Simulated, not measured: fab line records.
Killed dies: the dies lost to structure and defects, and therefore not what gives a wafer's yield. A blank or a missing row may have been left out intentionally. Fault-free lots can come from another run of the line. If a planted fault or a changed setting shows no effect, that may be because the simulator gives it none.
A lot that was struck, set against a sound lot	flow n5Finfet	33 steps out of a route of 1938
Sound: wafers L816.2, L816.3, L816.5. Struck: wafers L813.1, L813.4 (left out: L813.5, a lot-mate that was not struck); the cause follows at the end.
Order at every step that has rows: each side's tool, ch and its chambers, its first start. Under that, the readings that differ: sound wafers	struck wafers	difference of the means	sigmas: that difference in standard deviations of wafers without a fault.
alike: words and numbers the same on both sides, and readings whose means are apart by under 2 such deviations; not compared: readings that were withheld, readings missing a value for some wafer, numbers with overlapping values and no deviation given by the record, and bounds like >300 which may hide the same value.
The two part at a step that has a row with sigmas, a row that says differs or no value, or rows on one side only. Non-overlapping numbers with no deviation appear without sigmas and do not part them. Lack of a reading on every wafer of one side parts them only where that side has two or more wafers.

first, 10 steps without rows for these wafers: N5_DUMMY_GATE_ETCH_44 (etches poly-Si in HBr/O2, stops on SiO2, target depth 127.5 nm); N5_DUMMY_GATE_ETCH_42 (etches SiO2 in CHF3/O2, target depth 3.5 nm, time 31 s); N5_DUMMY_GATE_STRIP_48 (strips in N2/H2, time 20 s); N5_DUMMY_GATE_PRECLEAN_33 (cleans in dHF, time 10 s); N5_DUMMY_GATE_PRECLEAN_25 (cleans in O3/DIW, time 45 s); N5_DUMMY_GATE_PRECLEAN_51 (cleans in SC2, time 45 s); N5_DUMMY_GATE_SRD_26 (time 30 s); N5_DUMMY_GATE_UV_OZONE_45 (time 120 s); N5_SPACER0_ALD_07 (deposits SiNx, target thk 2 nm); N5_SPACER0_ALD_00 (deposits SiOCN, target thk 3.5 nm, pulse time 3 s, purge time 2 s).
N5_SPACER0_ALD_08: deposits SiNx, target thk 2 nm.
  sound on aldSin-01 ch 0,1,3, day 8 04:57; struck on aldSin-04 ch 0,3, day 7 11:58
reading	sound	struck	difference	sigmas
model.SiNx_of_SPACER0_ALD_08.thkNm (nm)	2 2 2	1.6 1.6	-0.4	
  alike: heaterPowerW, susceptorTempC
  not compared: sinceWetCleanH
then, 18 steps without rows for these wafers: N5_SD_EPI_N_COAT_32 (time 60 s, resist thk 350 nm); N5_SD_EPI_N_COAT_33 (time 60 s, resist thk 35 nm); N5_SD_EPI_N_COAT_03 (resist thk 150 nm); N5_SD_EPI_N_EBR_05; N5_SD_EPI_N_SOFTBAKE_04 (time 60 s); N5_SD_EPI_N_EXPOSE_06 (exposes mask SD N BLK, target cd 120 nm); N5_SD_EPI_N_PEB_07 (peb time 60 s); N5_SD_EPI_N_DEVELOP_08 (develop time 30 s); N5_SD_EPI_N_DESCUM_14 (chemistry O2, time 7.9 s); N5_SD_EPI_N_ETCH_34 (etches SiARC in CF4, target depth 45.5 nm, time 75.8 s); N5_SD_EPI_N_ETCH_35 (etches SOC in N2/H2, overetch 108 nm, time 486 s); N5_SD_EPI_N_STRIP_36 (strips in N2/H2); N5_SD_EPI_N_ETCHBACK_44 (etches SiNx in CH3F/O2, stops on SiO2, target depth 14.5 nm); N5_SD_EPI_N_ETCH_45 (etches SiOCN in CH3F/O2, target depth 6 nm); N5_SD_EPI_N_ETCH_16 (etches SiO2 in CHF3/O2, target depth 5 nm); N5_SD_EPI_N_STRIP_47 (strips in CHF3/O2); N5_SD_EPI_N_SD_RECESS_17 (chemistry HBr/Cl2/O2, target depth 41 nm, time 23.7 s, bt time 3 s); N5_SD_EPI_N_STRIP_38 (strips in N2/H2).
N5_SD_EPI_N_WET_ETCH_43: etches SiO2 in dHF, time 14 s, target depth 1.5 nm.
  sound on wetBench-03 ch 4,6,7, day 8 06:28; struck on wetBench-06 ch 1,3, day 7 13:29
reading	sound	struck	difference	sigmas
model.SiNx_of_SPACER0_ALD_08.thkNm (nm)	1.6 1.6 1.6	1 1	-1	
then, 1 step without rows for these wafers: N5_SD_EPI_N_STRIP_18 (strips in SPM, time 750 s).
-- a jump in the record: the struck wafers' starts before and after are 6 days apart (it breaks off in module SD_EPI_N and resumes in module BEOL_M4, where the first step shown is number 1111 of the route) --
N5_BEOL_M4_RC_MEAS_101:
  sound on prober-02 ch 0, day 14 04:06; struck on prober-02 ch 0, day 13 06:02
reading	sound	struck	difference	sigmas
DIBL_N (mV/V)	34.0 36.6 33.0	40.7 39.1	+5.4	+3
DIBL_P (mV/V)	34.0 36.9 33.0	41.4 39.0	+5.6	+3
IOFF_N (nA/um)	0.109 0.150 0.098	0.265 0.218	+0.122	+4
IOFF_P (nA/um)	0.15 0.18 0.14	0.32 0.26	+0.13	+4
ION_N (uA/um)	661 665 648	707 694	+42	+4
ION_P (uA/um)	451 454 449	477 470	+22	+3
SS_N (mV/dec)	70.5 70.7 70.2	71.9 71.7	+1.3	+2
SS_P (mV/dec)	72.5 73.3 72.2	74.0 74.4	+1.5	+2
VT_N (mV)	257 252 253	242 246	-10	-3
VT_P (mV)	-254 -254 -256	-244 -246	+10	+3
-- a jump in the record: the struck wafers' starts before and after are 5 days apart (it breaks off in module BEOL_M4 and resumes in module PASSIVATION, where the first step shown is number 1936 of the route) --
N5_PASSIVATION_PROBE_49:
  sound on prober-02, day 19 01:46; struck on prober-01, day 17 20:17
reading	sound	struck	difference	sigmas
sort_bin_5_function (%)	5.9 5.3 5.1	3.5 3.7	-1.8	-2
  alike: defectLimitedYield, killed_at_M0_to_M3, killed_at_M4_up, killedAtContacts, killedAtFrontEnd, killedAtOther, killedDies, killedOpen, killedShort, sort_bin_6_memory, sortNPass, sortYieldPct

WHERE THEY PART
Earliest at N5_BEOL_M4_RC_MEAS_101; latest, in this record, at N5_PASSIVATION_PROBE_49.

WHY: the cause the simulator had injected
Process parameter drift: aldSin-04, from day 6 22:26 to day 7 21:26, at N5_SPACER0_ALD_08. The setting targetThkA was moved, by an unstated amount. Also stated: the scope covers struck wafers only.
